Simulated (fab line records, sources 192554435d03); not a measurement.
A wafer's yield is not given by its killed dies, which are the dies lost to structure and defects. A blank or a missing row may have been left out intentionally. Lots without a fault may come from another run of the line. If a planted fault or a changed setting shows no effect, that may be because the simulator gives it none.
Which tool did it? -- flow n5Finfet -- route of 1938 steps, sampled at 1 step: 10 lots, 27 wafers

## WHAT THE GAUGES SHOWED, per wafer
N5_BEOL_M7_CD_MEAS_28: target cd 40 nm. Usual: cdNm reads 40.07 nm (standard deviation 0.27).
lot,measured,on,cdNm (nm),flag
L575,day 9 02:42,cdSem-02,40.17 40.05,
L576,day 9 04:31,cdSem-01,40.44 40.02,
L578,day 9 14:04,cdSem-01,40.22 40.71 40.43,
L579,day 10 03:56,cdSem-02,40.40 40.03 40.05,
L581,day 10 15:55,cdSem-03,40.32 40.32,
L583,day 11 06:37,cdSem-01,40.14 39.78 40.05,
L589,day 12 11:17,cdSem-01,40.19 39.61 39.76,
L594,day 14 05:46,cdSem-01,40.31 40.53 40.03,
L595,day 14 06:31,cdSem-01,40.05 40.42 40.22,
L597,day 14 22:59,cdSem-01,39.50 39.68 39.90,

## EACH LOT AND THE TOOL THAT RAN IT (in order: tool; ch and the chambers of the sampled wafers; start)
The record shows no process step preceding these readings.

## WHAT THE TOOLS THEMSELVES READ (means of the sampled wafers that have a number; where no wafer has one, the mark that the record gives instead)
The record holds no such reading with a usual standard deviation.

## THE ANSWER, worked out from the rows above alone
Rule: take the mean of a lot's wafers that have a number; if it is more than 3 standard deviations from the usual mean, the lot is off. A lot without any number at a reading at which 4 lots or more have one is off too. All remaining lots with rows at the step are treated as sound. After the gauges, taken in route order, come the tools' own readings; for these a lot's mean is taken, as printed above. At the first step where some lot is off, the reading lying furthest off is the one used; lots without a number count as furthest.
No lot is off at any reading shown: from this, nothing can be told.

## WHAT WAS PUT IN BY THE SIMULATOR
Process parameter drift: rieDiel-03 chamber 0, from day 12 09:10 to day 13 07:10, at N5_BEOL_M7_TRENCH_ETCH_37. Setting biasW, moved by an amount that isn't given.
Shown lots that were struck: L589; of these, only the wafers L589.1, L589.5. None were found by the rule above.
